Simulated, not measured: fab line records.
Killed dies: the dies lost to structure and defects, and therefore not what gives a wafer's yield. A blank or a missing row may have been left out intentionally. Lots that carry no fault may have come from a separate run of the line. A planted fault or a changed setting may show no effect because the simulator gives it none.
Split-lot experiment ; flow n5-finfet ; route with 1938 steps; 7 lots, 21 wafers read

== ON THE SPLIT ==
At N5_BEOL_M7_VIA_ETCH_34 (etches SiCOH lowk in C4F6/O2, target depth 125.5 nm, time 50.5 s), the setting source-w was moved away from the recipe's 345 W on 6 of the 21 wafers read, by -11.6% to +14.9%. All remaining wafers had this setting at the recipe value.

The split's own step is where the reading is taken.

== THE READING ==
rf-vpp-V, in V, at N5_BEOL_M7_VIA_ETCH_34 (etches SiCOH lowk in C4F6/O2, target depth 125.5 nm, time 50.5 s). Fault-free wafers of this fab line usually give 666 V, standard deviation 7.4 V.

wafer;tool, chamber at the split;source-w as run, W;against the recipe;rf-vpp-V, V;against lot-mates on the recipe
L076.2;rie-diel-03, 2;345;recipe;660;-
L076.4;rie-diel-03, 3;345;recipe;663;-
L076.6;rie-diel-03, 0;304.9;-11.6%;711;+50
L078.1;rie-diel-04, 3;321.3;-6.9%;703;+45
L078.3;rie-diel-04, 1;345;recipe;660;-
L078.5;rie-diel-04, 2;345;recipe;656;-
L077.2;rie-diel-03, 1;345;recipe;664;-
L077.3;rie-diel-03, 0;345;recipe;668;-
L077.5;rie-diel-03, 2;385.1;+11.6%;625;-41
L079.3;rie-diel-03, 1;345;recipe;662;-
L079.4;rie-diel-03, 1;345;recipe;663;-
L079.6;rie-diel-03, 3;345;recipe;663;-
L083.2;rie-diel-02, 0;345;recipe;678;-
L083.3;rie-diel-02, 1;345;recipe;663;-
L083.6;rie-diel-02, 1;396.3;+14.9%;618;-52
L093.2;rie-diel-04, 2;345;recipe;657;-
L093.4;rie-diel-04, 3;345;recipe;678;-
L093.6;rie-diel-04, 2;345;recipe;657;-
L096.2;rie-diel-03, 2;345;recipe;661;-
L096.3;rie-diel-03, 1;376.4;+9.1%;633;-28
L096.6;rie-diel-03, 2;376.4;+9.1%;631;-30

THE FIT
A straight line over all 21 wafers: rf-vpp-V changes by -3.64 V for each +1% of source-w; r = -0.95; the points scatter about the line by 6.8 V.
The same after taking each lot's own level away (the mean of its wafers on the recipe; 21 wafers): -3.87 V for each +1%; r = -0.96; scatter 6.5 V.
Per that fit: largest source-w move, reading shift of 58 V.
Across the lots, their own levels run from 658.0 to 670.5 V, a range of 1.7 times the standard deviation given above.
Hence the lot-to-lot level has little effect on the slope; both slopes agree.
Check: -56.8 V against its lot-mates is what the line predicts for one of the wafers moved furthest among these (+14.9%) when that wafer is left out of the fit. It came out at -52.5 V against them.
Tool readings at the split's step, against how far the setting was moved: rf-vpp-V r = -0.95.

== THESE WAFERS: OTHER SPLITS ==
Note: prior to the reading, these wafers also went through further splits. Each is held against what the fit with the lots' levels taken away leaves over:
other split on the same wafers;wafers away from the commonest value;r with rf-vpp-V (lot level and that fit taken away)
N5_BEOL_M6_EXPOSE_08 dose-mj;4;+0.31

== FILE'S OWN FIT ==
rf-vpp-V changes by -3.86 V for each +1% of source-w, r = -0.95.
